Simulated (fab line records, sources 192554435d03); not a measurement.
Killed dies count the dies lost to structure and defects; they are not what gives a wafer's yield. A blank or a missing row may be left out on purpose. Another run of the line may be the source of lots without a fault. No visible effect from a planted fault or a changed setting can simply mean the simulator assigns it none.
Struck lot and sound lot, side by side :: flow n5 finfet :: 36 steps out of a route of 1938
Sound: these wafers, L646.2, L646.4, L646.6. Wafers struck: L635.2, L635.3, L635.5. The cause is given at the end.
Order at every step that has rows: each side's tool, ch and its chambers, its first start. Under that, the readings that differ: sound wafers :: struck wafers :: difference of the means :: sigmas: that difference in standard deviations of wafers without a fault.
alike: words and numbers the same on both sides, and readings whose means are apart by under 2 such deviations; not compared: readings that were withheld, readings missing a value for some wafer, numbers with overlapping values and no deviation given by the record, and bounds like >300 which may hide the same value.
A row with sigmas, a row that says differs or no value, or rows on one side alone: a step with any of these is where the two part. When numbers do not overlap yet have no deviation, they are printed without sigmas and do not part them. A reading that every wafer of one side lacks parts them only if that side has two wafers or more.

first, 11 steps without rows for these wafers: N5_GATE_CUT_CUT_ETCH_54 (etches TiN in Cl2/BCl3, target depth 96.7 nm); N5_GATE_CUT_CUT_ETCH_55 (etches HfO2 in BCl3, target depth 3.2 nm); N5_GATE_CUT_ETCH_47 (etches SiO2 in Cl2/BCl3, target depth 10 nm); N5_GATE_CUT_VAPOR_ETCH_48 (etches TiN in BCl3/Cl2); N5_GATE_CUT_VAPOR_ETCH_49 (etches TiAlC in BCl3/Cl2); N5_GATE_CUT_VAPOR_ETCH_51 (etches HfO2 in BCl3/Cl2); N5_GATE_CUT_STRIP_21 (strips in N2/H2, time 30 s); N5_GATE_CUT_STRIP_29 (strips in post etch residue remover, time 60 s); N5_GATE_CUT_SRD_52 (time 30 s); N5_GATE_CUT_ALD_22 (deposits SiNx, target thk 16 nm, pulse time 1 s, ald cycles 320); N5_GATE_CUT_CMP_23 (polishes, stops on SiO2, t overpolish 23.4 s, target thk 16 nm).
N5_GATE_CUT_CMP_43: polishes SiO2.
  sound on cmp-03 ch 1,2, day 10 02:33; struck on cmp-03 ch 0,2,3, day 7 15:16
  alike: motor current A, retaining ring pressure frac, slurry filter dp kPa
then, 23 steps without rows for these wafers: N5_GATE_CUT_CMP_61 (polishes, stops on SiNx, t overpolish 3 s); N5_MOL_CONTACT_COAG_COAT_103 (time 60 s, resist thk 80 nm); N5_MOL_CONTACT_COAG_COAT_104 (time 60 s, resist thk 12 nm); N5_MOL_CONTACT_COAG_COAT_58 (time 60 s, resist thk 10 nm); N5_MOL_CONTACT_COAG_COAT_02 (resist thk 30 nm); N5_MOL_CONTACT_COAG_EBR_04; N5_MOL_CONTACT_COAG_SOFTBAKE_03 (time 60 s); N5_MOL_CONTACT_COAG_EXPOSE_05 (exposes mask CA, defocus 0 nm); N5_MOL_CONTACT_COAG_PEB_06 (peb time 60 s); N5_MOL_CONTACT_COAG_DEVELOP_07 (develop time 30 s); N5_MOL_CONTACT_COAG_DESCUM_13 (chemistry O2, time 7 s); N5_MOL_CONTACT_COAG_ETCH_59 (etches underlayer in N2/H2, target depth 13 nm, time 10.4 s); N5_MOL_CONTACT_COAG_ETCH_105 (etches SiARC in CF4, target depth 15.6 nm, time 26 s); N5_MOL_CONTACT_COAG_ETCH_106 (etches SOC in N2/H2, target depth 80 nm, overetch 16 nm, time 120 s); N5_MOL_CONTACT_COAG_STRIP_107 (strips in N2/H2); N5_MOL_CONTACT_COAG_STRIP_108 (strips in N2/H2); N5_MOL_CONTACT_COAG_CONTACT_ETCH_14 (etches SiO2 in C4F6/O2, target depth 27.5 nm, overetch 8.5 nm, time 20 s); N5_MOL_CONTACT_COAG_STRIP_109 (strips in C4F6/O2); N5_MOL_CONTACT_COAG_ETCH_15 (etches SiNx in CH3F/O2, stops on Si:P, target depth 7 nm); N5_MOL_CONTACT_COAG_ETCH_110 (etches Si in CF4/O2, target depth 2.5 nm, time 8 s); N5_MOL_CONTACT_COAG_STRIP_98 (strips in N2/H2); N5_MOL_CONTACT_COAG_IMPLANT_129; N5_MOL_CONTACT_COAG_PRECLEAN_111 (cleans in NF3:NH3, afs cycles 1, time 20 s, sublimation time 60 s).
-- the record jumps here: 9 days lie between the struck wafers' starts before and after (it left off in module MOL_CONTACT_COAG and takes up again in module PASSIVATION, whose first step shown is number 1936 of the route) --
N5_PASSIVATION_PROBE_49:
  struck on prober-02, day 16 20:51; sound on prober-01, day 19 00:27
reading: defect limited yield (%)
sound: 87.9 87.3 90.6
struck: 53.5 54.2 51.9
difference: -35.4
sigmas: -25

reading: killed at contacts
sound: 24 24 20
struck: 3 8 6
difference: -17
sigmas: -3

reading: killed at front end
sound: 57 69 32
struck: 493 484 513
difference: +444
sigmas: +44

reading: killed dies
sound: 143 150 111
struck: 549 541 567
difference: +418
sigmas: +26

reading: killed on rim
sound: 15 23 14
struck: 77 66 74
difference: +55
sigmas: +14

reading: killed open
sound: 101 108 86
struck: 54 55 65
difference: -40
sigmas: -3

reading: sort_bin_5_function (%)
sound: 6.6 7.8 5.3
struck: 30.2 28.1 30.8
difference: +23.1
sigmas: +25

reading: sort_bin_6_memory (%)
sound: 5.1 4.7 3.7
struck: 13.9 14.7 14.5
difference: +9.9
sigmas: +15

reading: sort n pass
sound: 1037 1030 1069
struck: 631 639 613
difference: -418
sigmas: -25
  alike: killed_at_M0_to_M3, killed_at_M4_up, killed at other, killed short, sort_bin_8_speed

== WHERE THEY PART ==
Only at N5_PASSIVATION_PROBE_49, as far as this record shows.

WHY: what the simulator had put in
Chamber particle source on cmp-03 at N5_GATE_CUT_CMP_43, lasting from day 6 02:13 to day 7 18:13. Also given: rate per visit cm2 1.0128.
